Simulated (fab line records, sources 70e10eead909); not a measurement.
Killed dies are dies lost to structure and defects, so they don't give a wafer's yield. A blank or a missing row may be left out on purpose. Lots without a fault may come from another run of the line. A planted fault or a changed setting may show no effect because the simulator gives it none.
Which tool did it? | flow nand_harc | 24 lots, 72 wafers sampled, at 5 steps of a route of 1302

WHAT THE GAUGES READ, wafer by wafer
NHARC_A_SLIT_OVL_MEAS_10. Usual: overlay_x_nm 0.0 nm, standard deviation 0.64; overlay_y_nm -0.4 nm, standard deviation 1.
lot  | measured     | on         | overlay_x_nm (nm) | overlay_y_nm (nm) | flag
L074 | day 19 20:40 | overlay-01 | 0.0 0.1 -0.2      | -1.3 -0.5 -1.5    |
L075 | day 20 01:52 | overlay-01 | 0.7 1.1 1.2       | -1.6 -1.2 -0.8    |
L078 | day 21 05:53 | overlay-01 | -0.5 -0.2 -0.9    | -0.1 -0.9 -1.0    |
L076 | day 21 05:51 | overlay-02 | 0.9 1.2 0.5       | 0.4 0.1 0.3       |
L079 | day 21 09:38 | overlay-02 | 0.5 0.2 0.2       | 0.7 1.1 0.7       |
L077 | day 21 13:31 | overlay-01 | 1.3 1.2 1.1       | -0.9 -1.6 -1.4    |
L081 | day 22 00:11 | overlay-02 | 0.1 0.1 -0.1      | 0.2 0.2 0.4       |
L080 | day 22 00:53 | overlay-02 | 0.6 0.5 0.4       | 2.2 2.4 1.9       |
L084 | day 23 07:32 | overlay-02 | 0.4 1.1 0.1       | -0.4 -0.2 0.1     |
L083 | day 23 11:22 | overlay-01 | 0.0 0.1 -0.2      | -0.6 -1.1 -1.0    |
L082 | day 23 11:32 | overlay-02 | -0.5 -1.0 -0.3    | -1.1 -1.3 -1.2    |
L085 | day 24 18:58 | overlay-02 | -0.2 -0.7 -0.1    | -0.2 -0.3 -0.6    |
L086 | day 24 19:02 | overlay-02 | 0.0 -0.4 -0.1     | 0.5 -0.3 -0.2     |
L088 | day 25 05:40 | overlay-02 | -1.0 -1.5 -1.4    | -1.6 -0.2 -0.7    |
L087 | day 25 06:25 | overlay-02 | -0.5 -0.1 0.1     | -1.4 -1.4 -1.7    |
L089 | day 25 16:47 | overlay-02 | -0.4 -0.1 -0.4    | -1.1 -0.9 -1.1    |
L090 | day 26 05:26 | overlay-01 | 0.7 0.4 0.6       | -1.6 -1.1 -1.2    |
L091 | day 26 05:17 | overlay-02 | -0.6 0.2 -0.5     | -0.4 -0.8 -0.5    |
L093 | day 26 20:48 | overlay-02 | 0.2 0.3 -0.5      | -1.3 -1.0 -1.3    |
L092 | day 26 22:12 | overlay-01 | 0.5 -0.4 0.4      | -0.4 0.3 -0.4     |
L095 | day 28 03:29 | overlay-02 | -0.8 -0.5 -0.7    | -0.2 -0.7 -0.4    |
L094 | day 28 03:41 | overlay-01 | 0.8 1.1 0.6       | -1.6 -0.9 -1.5    |
L096 | day 28 17:42 | overlay-02 | -0.7 -0.7 0.0     | 1.7 2.1 1.6       |
L097 | day 29 06:26 | overlay-02 | -0.6 -0.6 -0.4    | 1.7 1.7 0.9       |

NHARC_A_SIN_REMOVE_INSPECT_04. Usual: raw_defect_count 390, standard deviation 84.
lot  | measured     | on                | raw_defect_count | flag
L074 | day 20 10:11 | defect_inspect-02 | 457 448 347      |
L075 | day 20 14:58 | defect_inspect-01 | 439 328 464      |
L078 | day 21 18:52 | defect_inspect-02 | 350 317 317      |
L076 | day 21 18:52 | defect_inspect-01 | 395 427 441      |
L079 | day 21 23:39 | defect_inspect-02 | 379 470 348      |
L077 | day 22 02:35 | defect_inspect-02 | 500 448 425      |
L081 | day 22 13:13 | defect_inspect-01 | 445 400 412      |
L080 | day 22 22:58 | defect_inspect-02 | 573 422 555      |
L084 | day 23 20:46 | defect_inspect-01 | 309 374 350      |
L083 | day 24 00:18 | defect_inspect-01 | 350 354 317      |
L082 | day 24 00:16 | defect_inspect-02 | 429 446 413      |
L085 | day 25 08:05 | defect_inspect-02 | 438 269 491      |
L086 | day 25 11:55 | defect_inspect-01 | 468 274 357      |
L088 | day 25 18:41 | defect_inspect-02 | 322 275 353      |
L087 | day 25 20:31 | defect_inspect-02 | 363 568 468      |
L089 | day 26 05:43 | defect_inspect-02 | 440 291 344      |
L090 | day 26 18:24 | defect_inspect-01 | 375 374 373      |
L091 | day 26 18:23 | defect_inspect-02 | 305 223 335      |
L093 | day 27 12:04 | defect_inspect-01 | 348 343 414      |
L092 | day 27 13:47 | defect_inspect-01 | 496 430 419      |
L095 | day 28 16:31 | defect_inspect-02 | 401 411 435      |
L094 | day 28 16:31 | defect_inspect-01 | 364 426 520      |
L096 | day 29 06:44 | defect_inspect-01 | 344 354 303      |
L097 | day 29 19:35 | defect_inspect-01 | 459 262 385      |

WHICH TOOL RAN EACH LOT (tool, then ch and the chambers of the sampled wafers, then the start)
lot  | NHARC_A_SGD_CUT_CMP_21        | NHARC_A_SLIT_DEP_23             | NHARC_A_SLIT_ETCH_29
L074 | cmp-01 ch 1,2, day 19 14:04   | pecvd-01 ch 0,1, day 19 20:02   | rie_diel-09 ch 0,2, day 20 02:59
L075 | cmp-02 ch 0,2,3, day 19 20:12 | pecvd-02 ch 1,2, day 20 01:13   | rie_diel-09 ch 1,2,3, day 20 07:46
L078 | cmp-03 ch 1,2,3, day 20 23:59 | pecvd-01 ch 0,2, day 21 05:06   | rie_diel-04 ch 0,2,3, day 21 11:45
L076 | cmp-01 ch 0,2, day 21 00:01   | pecvd-04 ch 1,2, day 21 05:05   | rie_diel-13 ch 0,1,2, day 21 12:38
L079 | cmp-03 ch 0,2, day 21 04:03   | pecvd-02 ch 0,1, day 21 08:55   | rie_diel-13 ch 1,3, day 21 15:34
L077 | cmp-02 ch 0,1,3, day 21 04:03 | pecvd-04 ch 1,2, day 21 12:44   | rie_diel-13 ch 0,1,2, day 21 19:27
L081 | cmp-03 ch 0,1,3, day 21 17:21 | pecvd-02 ch 1, day 21 23:26     | rie_diel-09 ch 0,2, day 22 06:08
L080 | cmp-02 ch 0,2,3, day 21 17:22 | pecvd-02 ch 0,1, day 22 00:11   | rie_diel-04 ch 1,2,3, day 22 09:53
L084 | cmp-03 ch 0,1,3, day 23 00:49 | pecvd-01 ch 0,1, day 23 06:46   | rie_diel-13 ch 0,3, day 23 13:31
L083 | cmp-03 ch 1,2,3, day 23 05:50 | pecvd-01 ch 1,2, day 23 10:44   | rie_diel-09 ch 0,1,3, day 23 17:11
L082 | cmp-02 ch 2,3, day 23 05:52   | pecvd-04 ch 1,2, day 23 10:50   | rie_diel-04 ch 1,2, day 23 17:25
L085 | cmp-03 ch 0,1, day 24 13:27   | pecvd-01 ch 0,1, day 24 18:21   | rie_diel-04 ch 1,2, day 25 00:53
L086 | cmp-02 ch 1,2,3, day 24 13:30 | pecvd-02 ch 0,2, day 24 18:24   | rie_diel-13 ch 0,3, day 25 04:45
L088 | cmp-01 ch 0,3, day 25 00:01   | pecvd-01 ch 0,1, day 25 04:56   | rie_diel-04 ch 1,3, day 25 11:32
L087 | cmp-03 ch 0,2,3, day 25 00:01 | pecvd-04 ch 0,1, day 25 05:38   | rie_diel-13 ch 0,1,2, day 25 13:24
L089 | cmp-02 ch 0,2,3, day 25 11:00 | pecvd-04 ch 0,2, day 25 16:01   | rie_diel-04 ch 0,1,2, day 25 22:36
L090 | cmp-02 ch 0,2, day 25 23:41   | pecvd-04 ch 0,1,2, day 26 04:35 | rie_diel-13 ch 0,1,3, day 26 11:26
L091 | cmp-03 ch 0,1,2, day 25 23:41 | pecvd-01 ch 0,1,2, day 26 04:31 | rie_diel-13 ch 0,2,3, day 26 11:09
L093 | cmp-03 ch 0,2,3, day 26 12:47 | pecvd-02 ch 1,2, day 26 20:02   | rie_diel-04 ch 0,2,3, day 27 04:49
L092 | cmp-02 ch 0,2,3, day 26 12:47 | pecvd-01 ch 0,2, day 26 21:28   | rie_diel-09 ch 0,1,3, day 27 06:37
L095 | cmp-02 ch 0,1,3, day 27 21:28 | pecvd-01 ch 0,1,2, day 28 02:43 | rie_diel-13 ch 0,1,2, day 28 09:22
L094 | cmp-01 ch 0,2,3, day 27 21:31 | pecvd-02 ch 0,1,2, day 28 02:59 | rie_diel-04 ch 0,1,3, day 28 09:35
L096 | cmp-01 ch 1,2, day 28 12:01   | pecvd-04 ch 1,2, day 28 16:56   | rie_diel-04 ch 0,1,3, day 28 23:31
L097 | cmp-03 ch 0,3, day 29 00:45   | pecvd-04 ch 0,2, day 29 05:41   | rie_diel-09 ch 0,2,3, day 29 12:20
- NHARC_A_SGD_CUT_CMP_21: polishes, target thk 148.19 nm.
- NHARC_A_SLIT_DEP_23: deposits SiON, target thk 100 nm.
- NHARC_A_SLIT_ETCH_29: etches the open film in CF4/O2, target depth 100 nm, overetch 10 nm, time 55 s.

WHAT THE TOOLS THEMSELVES READ (means of the sampled wafers that have a number; where no wafer has one, the mark that the record gives instead)
NHARC_A_SGD_CUT_CMP_21. Usual: edge_zone_pressure_frac 1.000, standard deviation 0.0049; motor_current_A 12.2 A, standard deviation 1.3; time_to_endpoint_s 49.1 s, standard deviation 2.7.
lot  | tool   | edge_zone_pressure_frac | motor_current_A (A) | time_to_endpoint_s (s) | flag
L074 | cmp-01 | 0.996                   | 11.8                | 49.2                   |
L075 | cmp-02 | 0.999                   | 12.3                | 52.2                   |
L078 | cmp-03 | 1.004                   | 12.2                | 49.1                   |
L076 | cmp-01 | 1.004                   | 10.6                | 49.5                   |
L079 | cmp-03 | 0.999                   | 12.5                | 48.1                   |
L077 | cmp-02 | 1.002                   | 11.2                | 49.6                   |
L081 | cmp-03 | 0.996                   | 11.3                | 44.5                   |
L080 | cmp-02 | 1.002                   | 12.2                | 48.1                   |
L084 | cmp-03 | 1.001                   | 11.7                | 48.8                   |
L083 | cmp-03 | 0.995                   | 12.1                | 50.7                   |
L082 | cmp-02 | 0.999                   | 13.2                | 48.8                   |
L085 | cmp-03 | 0.996                   | 11.2                | 49.2                   |
L086 | cmp-02 | 1.001                   | 12.6                | 45.9                   |
L088 | cmp-01 | 0.999                   | 13.4                | 53.7                   |
L087 | cmp-03 | 1.002                   | 12.3                | 48.9                   |
L089 | cmp-02 | 0.999                   | 12.4                | 48.4                   |
L090 | cmp-02 | 0.994                   | 12.6                | 48.0                   |
L091 | cmp-03 | 1.006                   | 12.4                | 47.1                   |
L093 | cmp-03 | 0.999                   | 12.0                | 49.5                   |
L092 | cmp-02 | 1.000                   | 12.2                | 46.8                   |
L095 | cmp-02 | 1.001                   | 12.0                | 47.7                   |
L094 | cmp-01 | 1.003                   | 12.3                | 47.2                   |
L096 | cmp-01 | 1.002                   | 11.7                | 51.5                   |
L097 | cmp-03 | 1.004                   | 11.1                | 53.1                   |

NHARC_A_SLIT_DEP_23. Usual: heater_power_w 787 W, standard deviation 53; showerhead_vpp_V 1144 V, standard deviation 73.
lot  | tool     | heater_power_w (W) | showerhead_vpp_V (V) | flag
L074 | pecvd-01 | 858                | 1116                 |
L075 | pecvd-02 | 780                | 1255                 |
L078 | pecvd-01 | 820                | 1155                 |
L076 | pecvd-04 | 769                | 1081                 |
L079 | pecvd-02 | 815                | 1258                 |
L077 | pecvd-04 | 773                | 1090                 |
L081 | pecvd-02 | 864                | 1271                 |
L080 | pecvd-02 | 806                | 1243                 |
L084 | pecvd-01 | 758                | 1119                 |
L083 | pecvd-01 | 818                | 1137                 |
L082 | pecvd-04 | 734                | 1088                 |
L085 | pecvd-01 | 758                | 1121                 |
L086 | pecvd-02 | 815                | 1212                 |
L088 | pecvd-01 | 747                | 1115                 |
L087 | pecvd-04 | 767                | 1052                 |
L089 | pecvd-04 | 761                | 1067                 |
L090 | pecvd-04 | 752                | 1068                 |
L091 | pecvd-01 | 796                | 1135                 |
L093 | pecvd-02 | 866                | 1224                 |
L092 | pecvd-01 | 800                | 1128                 |
L095 | pecvd-01 | 785                | 1126                 |
L094 | pecvd-02 | 807                | 1223                 |
L096 | pecvd-04 | 775                | 1083                 |
L097 | pecvd-04 | 762                | 1089                 |

NHARC_A_SLIT_ETCH_29. Usual: drypump_motor_current_A 5.7 A, standard deviation 0.5; oes_product_au 1.002 a.u., standard deviation 0.011; rf_vpp_V 197.7 V, standard deviation 1.6; showerhead_plenum_p_Torr 1.33 Torr, standard deviation 0.065; throttle_valve_pct 13.395 %, standard deviation 0.0091.
lot  | tool        | drypump_motor_current_A (A) | oes_product_au (a.u.) | rf_vpp_V (V) | showerhead_plenum_p_Torr (Torr) | throttle_valve_pct (%) | flag
L074 | rie_diel-09 | 5.8                         | 1.002                 | 196.4        | 1.27                            | 13.394                 |
L075 | rie_diel-09 | 5.5                         | 1.002                 | 196.5        | 1.31                            | 13.395                 |
L078 | rie_diel-04 | 6.0                         | 0.998                 | 198.4        | 1.32                            | 13.390                 |
L076 | rie_diel-13 | 5.5                         | 1.015                 | 197.8        | 1.34                            | 13.396                 |
L079 | rie_diel-13 | 5.0                         | 0.998                 | 198.1        | 1.40                            | 13.402                 |
L077 | rie_diel-13 | 5.6                         | 1.001                 | 197.7        | 1.34                            | 13.381                 |
L081 | rie_diel-09 | 5.8                         | 0.996                 | 197.1        | 1.27                            | 13.389                 |
L080 | rie_diel-04 | 6.1                         | 0.989                 | 197.1        | 1.30                            | 13.399                 |
L084 | rie_diel-13 | 5.1                         | 1.018                 | 198.1        | 1.36                            | 13.392                 |
L083 | rie_diel-09 | 5.8                         | 0.985                 | 197.6        | 1.32                            | 13.394                 |
L082 | rie_diel-04 | 6.1                         | 1.002                 | 197.5        | 1.32                            | 13.394                 |
L085 | rie_diel-04 | 6.4                         | 0.982                 | 197.1        | 1.28                            | 13.395                 |
L086 | rie_diel-13 | 5.2                         | 1.013                 | 199.4        | 1.36                            | 13.390                 |
L088 | rie_diel-04 | 5.8                         | 0.996                 | 197.3        | 1.31                            | 13.385                 |
L087 | rie_diel-13 | 5.5                         | 1.011                 | 196.7        | 1.34                            | 13.396                 |
L089 | rie_diel-04 | 5.9                         | 1.007                 | 198.0        | 1.34                            | 13.396                 |
L090 | rie_diel-13 | 5.4                         | 1.011                 | 198.7        | 1.36                            | 13.396                 |
L091 | rie_diel-13 | 5.4                         | 1.007                 | 197.4        | 1.34                            | 13.399                 |
L093 | rie_diel-04 | 6.0                         | 1.001                 | 198.2        | 1.32                            | 13.404                 |
L092 | rie_diel-09 | 5.9                         | 0.999                 | 197.9        | 1.32                            | 13.398                 |
L095 | rie_diel-13 | 5.6                         | 1.015                 | 197.3        | 1.34                            | 13.392                 |
L094 | rie_diel-04 | 5.7                         | 1.005                 | 199.0        | 1.35                            | 13.392                 |
L096 | rie_diel-04 | 5.6                         | 1.000                 | 198.7        | 1.35                            | 13.396                 |
L097 | rie_diel-09 | 5.8                         | 0.997                 | 197.8        | 1.33                            | 13.391                 |

THE ANSWER, worked out from the rows above alone
Rule: a lot is off if the mean of its wafers that have a number lies more than 3 standard deviations from the usual mean. A lot without any number at a reading at which 4 lots or more have one is off too. The other lots that the step has rows for count as sound. The gauges are gone through in route order, then the tools' own readings, and for those a lot's mean is taken as printed above. The first step at which some lot is off is used, and at that step the reading that is off furthest; a lot without a number counts as furthest.
No lot is off at any reading shown: from this, nothing can be told.

WHAT THE SIMULATOR HAD PUT IN
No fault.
